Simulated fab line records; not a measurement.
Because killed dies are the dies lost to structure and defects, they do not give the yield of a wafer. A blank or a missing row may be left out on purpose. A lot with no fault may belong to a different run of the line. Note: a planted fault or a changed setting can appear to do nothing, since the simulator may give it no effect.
A lot that was struck, set against a sound lot | flow n5 finfet | 21 out of 1938 route steps
Sound: the wafers L309.1, L309.5, L309.6. The struck wafers were L313.2, L313.3, L313.4. The cause is given at the end.
For every step that has rows: the tool of each side, followed by ch and its chambers, followed by its first start. Under that, the readings that differ: sound wafers | struck wafers | difference of the means | sigmas: that difference in standard deviations of wafers without a fault.
alike: words and numbers the same on both sides, and readings whose means are apart by under 2 such deviations; not compared: readings that were withheld, readings missing a value for some wafer, numbers with overlapping values and no deviation given by the record, and bounds like >300 which may hide the same value.
The two part at a step that has a row with sigmas, a row that says differs or no value, or rows on one side only. Non-overlapping numbers with no deviation appear without sigmas and do not part them. Lack of a reading on every wafer of one side parts them only where that side has two or more wafers.

first, 9 steps without rows for these wafers: N5_FIN_SAQP_EXPOSE_13 (exposes mask FIN CORE, target cd 35.6 nm); N5_FIN_SAQP_PEB_14 (peb time 60 s); N5_FIN_SAQP_DEVELOP_15 (develop time 30 s); N5_FIN_SAQP_DESCUM_21 (chemistry O2, time 7.9 s); N5_FIN_SAQP_ETCH_51 (etches SiARC in CF4, target depth 45.5 nm, time 75.8 s); N5_FIN_SAQP_ETCH_52 (etches SOC in N2/H2, target depth 100 nm, overetch 20 nm, time 150 s); N5_FIN_SAQP_STRIP_53 (strips in N2/H2); N5_FIN_SAQP_HM_OPEN_73 (chemistry CHF3/O2, target SiO2, stops on a-Si, target depth 12 nm, time 16.8 s); N5_FIN_SAQP_STRIP_74 (strips in CHF3/O2).
N5_FIN_SAQP_MANDREL_ETCH_22: etches a-Si in HBr/Cl2, stops on SiNx, target depth 60 nm, bt time 10 s, time 30 s.
  sound on rie si-01 ch 0,3, day 2 15:45; struck on rie si-01 ch 0,1,2, day 3 16:41
  reading                                     | sound             | struck               | difference | sigmas
  oes product au (a.u.)                       | 0.751 0.770 0.764 | 0.624 0.645 0.648    | -0.123     | -9
  over etch frac                              | 0.5 0.5 0.5       | 1.0356 1.0356 1.0356 | +0.5356    |
  model.SOC_of_FIN_SAQP_COAT_49.thk nm (nm)   | 76.74 76.73 76.63 | 67.99 68.13 69.24    | -8.25      |
  model.SiNx_of_FIN_SAQP_PECVD_48.thk nm (nm) | 25.15 25.4 25.02  | 20.66 20.38 21.26    | -4.42      |
  alike: chamber pressure mTorr, drypump motor current A, throttle valve pct
  not compared: rf hours counter h
then, 7 steps without rows for these wafers: N5_FIN_SAQP_STRIP_55 (strips in N2/H2); N5_FIN_SAQP_STRIP_23 (strips in SPM, time 750 s); N5_FIN_SAQP_SRD_66 (time 30 s); N5_FIN_SAQP_RECESS_75 (chemistry HF/NH3, target SiO2, target depth 14.4 nm, afs cycles 3, sublimation time 60 s); N5_FIN_SAQP_SPACER1_ALD_24 (deposits SiO2, target thk 20.3 nm, pulse time 1 s, purge time 2 s); N5_FIN_SAQP_SPACER1_ETCHBACK_25 (etches SiO2 in CHF3/O2, target depth 24.4 nm, time 12.2 s); N5_FIN_SAQP_MANDREL1_REMOVE_56 (chemistry HBr/Cl2/O2, target a-Si, stops on SiNx, bt time 10 s).
N5_FIN_SAQP_ETCH_57: etches SiNx in CH3F/O2, target depth 32.5 nm, time 46.4 s.
  sound on rie diel-06 ch 0,2,3, day 2 17:33; struck on rie diel-01 ch 1,2, day 3 18:52
  reading                  | sound            | struck            | difference | sigmas
  etch rf on time s (s)    | 45.2 46.5 45.1   | 38.0 37.6 38.9    | -7.4       | -7
  model.etch.depth nm (nm) | 25.15 25.4 25.02 | 20.66 20.38 21.26 | -4.42      |
  alike: chamber pressure mTorr, drypump motor current A, oes product au, rf vpp V, showerhead plenum p Torr, throttle valve pct
  not compared: rf hours counter h
then, 1 step without rows for these wafers: N5_FIN_SAQP_ETCH_65 (etches SiO2 in CF4, target depth 4 nm, time 4.4 s).
-- record jumps: 6 days separate the struck wafers' starts on either side; left off in module FIN_SAQP, taken up again in module BEOL_M4, whose first shown step is the route's number 1111 --
N5_BEOL_M4_RC_MEAS_101:
  sound on prober-02 ch 0, day 8 13:46; struck on prober-02 ch 0, day 9 15:26
  alike: DIBL_N, DIBL_P, IOFF_N, IOFF_P, ION_N, ION_P, SS_N, SS_P, VT_N, VT_P
-- here the record skips 4 days between the struck wafers' starts before and after, leaving off in module BEOL_M4 and picking up in module PASSIVATION (first step shown: number 1936 of the route) --
N5_PASSIVATION_PROBE_49:
  record: rows for the struck wafers here (prober-02, day 13 14:02), none for the sound ones

== WHERE THEY PART ==
Last at N5_PASSIVATION_PROBE_49 as far as this record goes, first at N5_FIN_SAQP_MANDREL_ETCH_22.

WHY: the cause the simulator had injected
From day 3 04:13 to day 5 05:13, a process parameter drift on rie si-01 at N5_FIN_SAQP_MANDREL_ETCH_22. A move of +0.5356 in setting over etch frac, from 0.5. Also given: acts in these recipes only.
